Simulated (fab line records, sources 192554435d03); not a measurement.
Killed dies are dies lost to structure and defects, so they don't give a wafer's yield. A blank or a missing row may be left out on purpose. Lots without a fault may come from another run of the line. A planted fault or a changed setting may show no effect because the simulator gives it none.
Chamber matching | flow n5_finfet | N5_BEOL_M13_DEP_53 on pecvd-03: 3 sister chambers
The step deposits SiCN from 3MS/NH3, target thk 50 nm, time 17.8 s. 6 wafers are shown with their chamber, then 9 later ones without.

WAFERS WITH THEIR CHAMBER
wafer  | chamber | showerhead_plenum_p_Torr (Torr) | throttle_valve_pct (%)
L090.1 | 1       | 4.131                           | 18.3
L090.3 | 0       | 4.183                           | 19.6
L090.5 | 0       | 4.191                           | 19.7
L091.2 | 2       | 4.163                           | 18.1
L091.5 | 2       | 4.156                           | 17.9
L091.6 | 1       | 4.122                           | 18.1

WAFERS WITHOUT THEIR CHAMBER
wafer  | showerhead_plenum_p_Torr (Torr) | throttle_valve_pct (%)
L092.1 | 4.162                           | 18.2
L092.2 | 4.120                           | 18.2
L092.4 | 4.162                           | 18.0
L095.1 | 4.152                           | 18.2
L095.2 | 4.185                           | 19.5
L095.3 | 4.169                           | 18.2
L095.4 | 4.190                           | 19.6
L095.5 | 4.175                           | 19.5
L095.6 | 4.169                           | 18.2

WHICH CHAMBER EACH WENT THROUGH
wafer  | from the rows above | in truth
L092.1 | 2                   | 2
L092.2 | 1                   | 1
L092.4 | 2                   | 2
L095.1 | 2                   | 2
L095.2 | 0                   | 0
L095.3 | 2                   | 2
L095.4 | 0                   | 0
L095.5 | 0                   | 0
L095.6 | 2                   | 2
Placed correctly: 9 of 9. Can't be placed from these rows: 0. Placed wrongly: 0.
How it was worked out, from the rows above alone: a wafer's distance from a chamber is the root of the sum, over the readings, of the square of ((its reading less the chamber's mean) divided by the reading's scatter). The wafer belongs to the nearest chamber; if the next one is less than 2 further off, it can't be placed. A chamber's mean is the mean of its shown wafers. The scatter: the root of (the sum of the squares of (reading less its chamber's mean) over the shown wafers, divided by (wafers less chambers)).
